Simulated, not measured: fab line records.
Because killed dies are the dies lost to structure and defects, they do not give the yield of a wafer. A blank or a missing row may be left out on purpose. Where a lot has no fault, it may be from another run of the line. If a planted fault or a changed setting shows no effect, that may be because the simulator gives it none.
fab line records + flow n5-finfet
record:
- lots: 6
- wafers: 18
- last-day: 19
route steps=1938 shown MIM_BOT_LITHO@1854 MIM_BOT_ETCH@1866
lots that met no fault: taken from a fault-free run of the same line
start-h: hours from the record's opening day to when the first of the lot's shown wafers began + wait-h: hours from the lot's prior step to this one + " same as the row above + L1.1+2: a single row standing in for several wafers + - no value, or no start given + * or withheld: withheld + < > ~ a bound
route shown NAME@n: names a module that has steps shown in the file, with the first one's number in the route + usual: mean/standard deviation taken from wafers without a fault + same: alike in all rows + chamber/n: place in a boat + sites: per-site readings + _std_site: standard deviation across them + _edge_site: outer sites' mean less inner sites' + radius-mm: for every site, how far away it sits from the centre of the wafer + mask NAME#n: copy n + behind: the last tool/chamber to shape the wafer + hold: why the lot was held/for how many hours/how that ended + device: whichever transistor did not switch (one of n, p or np) + end of line: tests of these same wafers at the route's end + step lacking rows: just its recipe + killed: count of dies lost to structure and defects at first sort (not the wafer's yield) + map: a wafer's dies, x killed, . not, _ none there
set.NAME: setting as actually run; set.NAME@STEP: the setting as run at that earlier step + model.NAME: the simulator's own value behind a step, which no gauge read
a table for each step, a row for each wafer; lots at some steps of the route
services: when a tool's chamber went out of use (start-h, in hours from the record's first day, below 0 if earlier), for how many hours, and the reason
== steps ==
step: N5_MIM_BOT_LITHO_HMDS_01
recipe:
- time-s: 60
- temp-c: 120
step: N5_MIM_BOT_LITHO_COAT_02
recipe:
- spin-rpm: *
- resist-thk-nm: *
step: N5_MIM_BOT_LITHO_EBR_04
recipe:
- solvent: PGMEA
- ebr-width-mm: 1.5
step: N5_MIM_BOT_LITHO_SOFTBAKE_03
recipe:
- temp-c: 100
- time-s: 90
step: N5_MIM_BOT_LITHO_EXPOSE_05
recipe:
- mask-id: MIM_BOT
- na: 0.55
- source-shape: conventional
- sigma-outer: 0.8
- polarization: unpolarized
- dose-mj: 24.25
step: N5_MIM_BOT_LITHO_PEB_06
recipe:
- peb-temp-c: withheld
- peb-time-s: *
step: N5_MIM_BOT_LITHO_DEVELOP_07
recipe:
- develop-time-s: 60
- rinse-liquid: diw
- dry: air-spin
- dev-temp-c: 21
step: N5_MIM_BOT_LITHO_HARDBAKE_09
recipe:
- temp-c: 130
- time-s: 120
step: N5_MIM_BOT_LITHO_CD_MEAS_08
recipe:
- target-cd-nm: 3000
- landing-energy-ev: 500
- detector: se-inlens
- polarity: opening
usual:
- cd-nm: 2999.9/1.3
| lot.wafer | tool      | chamber | start-h | wait-h | cd-nm  |
|-----------|-----------|---------|---------|--------|--------|
| L158.4    | cd-sem-03 | 0       | 309.09  | -      | 3001.7 |
| L158.5    | "         | 0       | "       | "      | 3001.0 |
| L158.6    | "         | 0       | "       | "      | 3001.2 |
| L165.1    | cd-sem-02 | 0       | 349.58  | -      | 2999.2 |
| L165.2    | "         | 0       | "       | "      | 3000.5 |
| L165.4    | "         | 0       | "       | "      | 3000.0 |
| L166.1    | cd-sem-02 | 0       | 364.55  | -      | 2998.7 |
| L166.2    | "         | 0       | "       | "      | 3000.1 |
| L166.3    | "         | 0       | "       | "      | 2998.1 |
| L170.2    | cd-sem-01 | 0       | 372.55  | -      | 2997.5 |
| L170.3    | "         | 0       | "       | "      | 2998.3 |
| L170.5    | "         | 0       | "       | "      | 2998.8 |
| L167.2    | cd-sem-01 | 0       | 376.41  | -      | 2998.8 |
| L167.3    | "         | 0       | "       | "      | 2998.7 |
| L167.6    | "         | 0       | "       | "      | 2999.3 |
| L178.1    | cd-sem-03 | 0       | 453.02  | -      | 2999.6 |
| L178.2    | "         | 0       | "       | "      | 2999.0 |
| L178.6    | "         | 0       | "       | "      | 3000.4 |
step: N5_MIM_BOT_LITHO_OVL_MEAS_11
recipe:
- points-per-wafer: 44
usual:
- MIM_BOT_OVL: -1/5.3
| lot.wafer | tool       | chamber | start-h | wait-h | MIM_BOT_OVL[nm] |
|-----------|------------|---------|---------|--------|-----------------|
| L158.4    | overlay-02 | 0       | 309.12  | 0.0    | 1               |
| L158.5    | "          | 0       | "       | "      | -2              |
| L158.6    | "          | 0       | "       | "      | -1              |
| L165.1    | overlay-01 | 0       | 349.61  | 0.0    | -3              |
| L165.2    | "          | 0       | "       | "      | -1              |
| L165.4    | "          | 0       | "       | "      | 2               |
| L166.1    | overlay-02 | 0       | 364.58  | 0.0    | -5              |
| L166.2    | "          | 0       | "       | "      | -4              |
| L166.3    | "          | 0       | "       | "      | 1               |
| L170.2    | overlay-02 | 0       | 372.58  | 0.0    | -2              |
| L170.3    | "          | 0       | "       | "      | -3              |
| L170.5    | "          | 0       | "       | "      | -3              |
| L167.2    | overlay-01 | 0       | 376.44  | 0.0    | -4              |
| L167.3    | "          | 0       | "       | "      | 1               |
| L167.6    | "          | 0       | "       | "      | -4              |
| L178.1    | overlay-02 | 0       | 453.05  | 0.0    | -4              |
| L178.2    | "          | 0       | "       | "      | -3              |
| L178.6    | "          | 0       | "       | "      | -9              |
step: N5_MIM_BOT_LITHO_INSPECT_12
recipe:
- mode: adi
- inspect-instrument: macro
usual:
- raw-defect-count: 2.1/1.5
| lot.wafer | tool              | chamber | start-h | wait-h | raw-defect-count |
|-----------|-------------------|---------|---------|--------|------------------|
| L158.4    | defect-inspect-02 | -       | 309.14  | 0.0    | 1                |
| L158.5    | "                 | -       | "       | "      | 2                |
| L158.6    | "                 | -       | "       | "      | 3                |
| L165.1    | defect-inspect-01 | -       | 349.64  | 0.0    | 4                |
| L165.2    | "                 | -       | "       | "      | 3                |
| L165.4    | "                 | -       | "       | "      | 4                |
| L166.1    | defect-inspect-02 | -       | 364.60  | 0.0    | 0                |
| L166.2    | "                 | -       | "       | "      | 2                |
| L166.3    | "                 | -       | "       | "      | 2                |
| L170.2    | defect-inspect-02 | -       | 372.61  | 0.0    | 2                |
| L170.3    | "                 | -       | "       | "      | 3                |
| L170.5    | "                 | -       | "       | "      | 1                |
| L167.2    | defect-inspect-01 | -       | 376.47  | 0.0    | 1                |
| L167.3    | "                 | -       | "       | "      | 3                |
| L167.6    | "                 | -       | "       | "      | 4                |
| L178.1    | defect-inspect-02 | -       | 453.08  | 0.0    | 4                |
| L178.2    | "                 | -       | "       | "      | 3                |
| L178.6    | "                 | -       | "       | "      | 2                |
step: N5_MIM_BOT_LITHO_DESCUM_10
recipe:
- chemistry: O2
- time-s: 7.9
- source-power-w: 50
- bias-power-w: 20
- pressure-mtorr: 20
- rf-frequency-hz: 2.712e+07
- temp-c: 40
- o2-flow-sccm: 225
usual:
- drypump-motor-current-A: 5.9/0.48
- o2-flow-sccm: 225.0/0.68
- oes-product-au: 0.83/0.051
- rf-vpp-V: 243.7/1.2
- showerhead-plenum-p-Torr: 2.13/0.058
- throttle-valve-pct: 20.34/0.15
| lot.wafer | tool        | chamber | start-h | wait-h | drypump-motor-current-A | o2-flow-sccm | oes-product-au | rf-hours-counter-h | rf-vpp-V | showerhead-plenum-p-Torr | throttle-valve-pct |
|-----------|-------------|---------|---------|--------|-------------------------|--------------|----------------|--------------------|----------|--------------------------|--------------------|
| L158.4    | rie-diel-03 | 3       | 309.17  | 0.0    | 5.5                     | 224.9        | 0.91           | 22                 | 243.3    | 2.13                     | 20.18              |
| L158.5    | "           | 0       | "       | "      | 5.6                     | 225.6        | 0.87           | -                  | 243.4    | 2.12                     | 20.29              |
| L158.6    | "           | 1       | "       | "      | 5.8                     | 225.7        | 0.87           | -                  | 245.1    | 2.21                     | 20.16              |
| L165.1    | rie-diel-01 | 1       | 349.67  | 0.0    | 5.9                     | 224.5        | 0.80           | 82                 | 246.0    | 2.21                     | 20.07              |
| L165.2    | "           | 3       | "       | "      | 6.0                     | 225.1        | 0.71           | 199                | 244.0    | 2.08                     | 20.49              |
| L165.4    | "           | 0       | "       | "      | 5.5                     | 225.4        | 0.85           | 65                 | 243.2    | 2.12                     | 20.24              |
| L166.1    | rie-diel-02 | 3       | 364.65  | 0.0    | 6.7                     | 224.4        | 0.92           | 19                 | 242.0    | 2.05                     | 20.42              |
| L166.2    | "           | 1       | "       | "      | 6.2                     | 225.3        | 0.86           | 49                 | 241.3    | 2.04                     | 20.22              |
| L166.3    | "           | 2       | "       | "      | 6.3                     | 223.7        | 0.78           | 135                | 244.2    | 2.19                     | 20.36              |
| L170.2    | rie-diel-01 | 1       | 372.64  | 0.0    | 6.0                     | 225.0        | 0.79           | 91                 | 245.2    | 2.20                     | 20.09              |
| L170.3    | "           | 0       | "       | "      | 5.5                     | 225.8        | 0.83           | 74                 | 243.1    | 2.12                     | 20.23              |
| L170.5    | "           | 0       | "       | "      | 5.5                     | 224.8        | 0.82           | -                  | 242.8    | 2.12                     | 20.26              |
| L167.2    | rie-diel-01 | 3       | 376.52  | 0.1    | 6.0                     | 224.9        | 0.70           | 207                | 243.0    | 2.08                     | 20.52              |
| L167.3    | "           | 1       | "       | "      | 5.9                     | 224.9        | 0.79           | 92                 | 244.1    | 2.20                     | 20.10              |
| L167.6    | "           | 2       | "       | "      | 5.2                     | 226.4        | 0.84           | -                  | 242.7    | 2.13                     | 20.39              |
| L178.1    | rie-diel-02 | 2       | 453.11  | 0.0    | 6.2                     | 224.8        | 0.76           | 166                | 244.4    | 2.18                     | 20.41              |
| L178.2    | "           | 3       | "       | "      | 6.7                     | 225.3        | 0.86           | 52                 | 241.2    | 2.04                     | 20.50              |
| L178.6    | "           | 1       | "       | "      | 6.3                     | 224.4        | 0.83           | -                  | 241.4    | 2.03                     | 20.27              |
step: N5_MIM_BOT_ETCH_ETCH_04
recipe:
- chemistry: CF4/O2
- target: SiNx
- target-depth-a: 260
- time-s: 13
- ion-energy-ev: 100
- pressure-mtorr: 40
- source-w: 535
- bias-w: 49
- Ar_flow_sccm: 100
- cf4-flow-sccm: 100
- O2_flow_sccm: 10
usual:
- bias-w: 49.00/0.15
- cf4-flow-sccm: 99.96/0.29
- drypump-motor-current-A: 5.9/0.48
- oes_f_703_au: 0.83/0.047
- oes-product-au: 0.83/0.05
- rf-vpp-V: 240.9/2.9
- showerhead-plenum-p-Torr: 2.24/0.058
- throttle-valve-pct: 15.89/0.13
| lot.wafer | tool        | chamber | start-h | wait-h | bias-w | cf4-flow-sccm | drypump-motor-current-A | oes_f_703_au | oes-product-au | rf-hours-counter-h | rf-vpp-V | showerhead-plenum-p-Torr | throttle-valve-pct | model.etch.depth-nm |
|-----------|-------------|---------|---------|--------|--------|---------------|-------------------------|--------------|----------------|--------------------|----------|--------------------------|--------------------|---------------------|
| L158.4    | rie-diel-03 | 3       | 309.24  | 0.0    | 49.01  | 100.34        | 5.5                     | 0.89         | 0.91           | 22                 | 242.5    | 2.25                     | 15.77              | 26.15               |
| L158.5    | "           | 0       | "       | "      | 49.30  | 99.90         | 5.6                     | 0.86         | 0.86           | -                  | 239.6    | 2.24                     | 15.86              | 26.31               |
| L158.6    | "           | 1       | "       | "      | 48.81  | 100.29        | 5.8                     | 0.87         | 0.86           | -                  | 238.2    | 2.33                     | 15.75              | 26.49               |
| L165.1    | rie-diel-01 | 1       | 349.74  | 0.0    | 49.22  | 99.75         | 5.9                     | 0.80         | 0.80           | 82                 | 242.1    | 2.32                     | 15.65              | 25.92               |
| L165.2    | "           | 3       | "       | "      | 49.21  | 100.07        | 6.0                     | 0.71         | 0.71           | 199                | 246.4    | 2.19                     | 16.07              | 25.85               |
| L165.4    | "           | 0       | "       | "      | 48.73  | 99.65         | 5.5                     | 0.85         | 0.85           | 65                 | 239.3    | 2.23                     | 15.78              | 26.58               |
| L166.1    | rie-diel-02 | 3       | 364.72  | 0.0    | 48.97  | 100.40        | 6.7                     | 0.93         | 0.92           | 19                 | 238.9    | 2.16                     | 15.88              | 26.16               |
| L166.2    | "           | 1       | "       | "      | 48.84  | 100.16        | 6.3                     | 0.85         | 0.87           | 49                 | 245.5    | 2.15                     | 15.80              | 26.05               |
| L166.3    | "           | 2       | "       | "      | 49.09  | 100.26        | 6.2                     | 0.80         | 0.79           | 135                | 237.4    | 2.30                     | 15.90              | 26.29               |
| L170.2    | rie-diel-01 | 1       | 372.71  | 0.0    | -      | 99.88         | 5.9                     | 0.80         | 0.79           | 91                 | 241.4    | 2.32                     | 15.66              | 23.75               |
| L170.3    | "           | 0       | "       | "      | 49.02  | 99.59         | 5.5                     | 0.85         | 0.84           | 74                 | 240.8    | 2.23                     | 15.79              | 26.44               |
| L170.5    | "           | 0       | "       | "      | 48.89  | 100.14        | 5.5                     | 0.85         | 0.84           | -                  | 240.1    | 2.23                     | 15.78              | 26.48               |
| L167.2    | rie-diel-01 | 3       | 376.59  | 0.0    | 49.01  | 100.15        | 6.0                     | 0.70         | 0.70           | 207                | 244.7    | 2.19                     | 16.08              | 25.7                |
| L167.3    | "           | 1       | "       | "      | -      | 100.52        | 5.9                     | 0.80         | 0.79           | 92                 | 241.8    | 2.31                     | 15.67              | 23.76               |
| L167.6    | "           | 2       | "       | "      | 49.02  | 99.38         | 5.1                     | 0.84         | 0.84           | -                  | 242.7    | 2.24                     | 15.89              | 26.38               |
| L178.1    | rie-diel-02 | 2       | 453.18  | 0.0    | 49.02  | 99.99         | 6.2                     | 0.77         | 0.78           | 166                | 237.4    | 2.28                     | 15.96              | 26.62               |
| L178.2    | "           | 3       | "       | "      | 49.12  | 99.85         | 6.7                     | 0.87         | 0.87           | 52                 | 240.0    | 2.15                     | 15.95              | 26.47               |
| L178.6    | "           | 1       | "       | "      | 49.02  | 99.49         | 6.3                     | 0.82         | 0.83           | -                  | 244.3    | 2.14                     | 15.86              | 26.5                |
step: N5_MIM_BOT_ETCH_ETCH_03
recipe:
- chemistry: Cl2/BCl3
- target-depth-a: 120
- pressure-mtorr: 8
- icp-w: 800
- bias-w: 100
- Cl2_flow_sccm: 20
- bcl3-flow-sccm: 80
usual:
- bias-w: 99.97/0.28
- drypump-motor-current-A: 5.5/0.44
- oes-product-au: 0.77/0.084
- throttle-valve-pct: 27.61/0.11
| lot.wafer | tool         | chamber | start-h | wait-h | bias-w | drypump-motor-current-A | oes-product-au | rf-hours-counter-h | throttle-valve-pct |
|-----------|--------------|---------|---------|--------|--------|-------------------------|----------------|--------------------|--------------------|
| L158.4    | rie-metal-03 | 0       | 309.36  | 0.1    | 99.98  | 5.0                     | 0.67           | -                  | 27.71              |
| L158.5    | "            | 0       | "       | "      | 99.78  | 5.0                     | 0.67           | -                  | 27.71              |
| L158.6    | "            | 1       | "       | "      | 100.11 | 5.5                     | 0.76           | -                  | 27.52              |
| L165.1    | rie-metal-01 | 0       | 349.83  | 0.1    | 99.59  | 5.4                     | 0.85           | 26                 | 27.62              |
| L165.2    | "            | 1       | "       | "      | 99.83  | 6.5                     | 0.69           | 76                 | 27.79              |
| L165.4    | "            | 0       | "       | "      | 100.00 | 5.4                     | 0.84           | -                  | 27.62              |
| L166.1    | rie-metal-02 | 0       | 364.81  | 0.1    | 99.92  | 5.5                     | 0.71           | 68                 | 27.56              |
| L166.2    | "            | 1       | "       | "      | 99.17  | 5.5                     | 0.84           | 20                 | 27.44              |
| L166.3    | "            | 1       | "       | "      | 99.31  | 5.5                     | 0.84           | -                  | 27.47              |
| L170.2    | rie-metal-03 | 0       | 372.79  | 0.1    | 99.98  | 5.0                     | 0.67           | 94                 | 27.70              |
| L170.3    | "            | 0       | "       | "      | 100.00 | 5.0                     | 0.65           | -                  | 27.72              |
| L170.5    | "            | 0       | "       | "      | 99.85  | 5.0                     | 0.66           | -                  | 27.71              |
| L167.2    | rie-metal-01 | 0       | 376.68  | 0.1    | 100.05 | 5.4                     | 0.83           | 28                 | 27.63              |
| L167.3    | "            | 1       | "       | "      | 100.07 | 6.5                     | 0.69           | -                  | 27.81              |
| L167.6    | "            | 0       | "       | "      | 99.83  | 5.4                     | 0.84           | -                  | 27.63              |
| L178.1    | rie-metal-03 | 0       | 453.27  | 0.1    | 100.18 | 5.0                     | 0.95           | 2                  | 27.63              |
| L178.2    | "            | 1       | "       | "      | 100.01 | 5.5                     | 0.73           | 66                 | 27.56              |
| L178.6    | "            | 0       | "       | "      | 99.73  | 5.0                     | 0.94           | -                  | 27.66              |
== services ==
| tool         | chamber | start-h | hours | kind                          |
|--------------|---------|---------|-------|-------------------------------|
| rie-diel-02  | 3       | 287.48  | -     | clean                         |
| rie-diel-02  | 3       | 287.48  | -     | consumable-replace:focus-ring |
| rie-diel-02  | 3       | 287.48  | 26.6  | scheduled-down                |
| rie-diel-02  | 3       | 287.48  | 26.6  | vent-cycle                    |
| rie-diel-02  | 2       | 303.68  | 2.6   | repair                        |
| rie-diel-03  | 2       | 311.50  | 17.1  | repair                        |
| rie-diel-03  | 0       | 351.69  | 40.6  | repair                        |
| rie-diel-03  | 2       | 353.13  | 5.5   | repair                        |
| rie-diel-02  | 0       | 367.96  | 9.2   | repair                        |
| rie-metal-03 | 0       | 399.16  | -     | clean                         |
| rie-metal-03 | 0       | 399.16  | 18.3  | scheduled-down                |
| rie-metal-03 | 0       | 399.16  | 18.3  | vent-cycle                    |
| rie-diel-03  | 2       | 400.10  | 3.9   | repair                        |
| rie-diel-03  | 2       | 418.67  | 3.9   | repair                        |
| rie-metal-03 | -       | 444.05  | 0.3   | repair                        |
== key ==
first-sign none at tools or gauges
model-effect:
- step: N5_MIM_BOT_ETCH_ETCH_04
- value: etch.depth-nm
- without: 25.96
- struck: 23.76
met-at N5_MIM_BOT_ETCH_ETCH_04
struck-wafers L167.3,L170.2
onset-between 349.74 372.71
fault:
- kind: process-parameter-drift
- tool: rie-diel-01
- chamber: 1
- onset-h: 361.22
- steps: N5_MIM_BOT_ETCH_ETCH_04
- channel: time-s
- offset: *
- shape: step
- end-h: 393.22
- acts-in: *
- stated: *
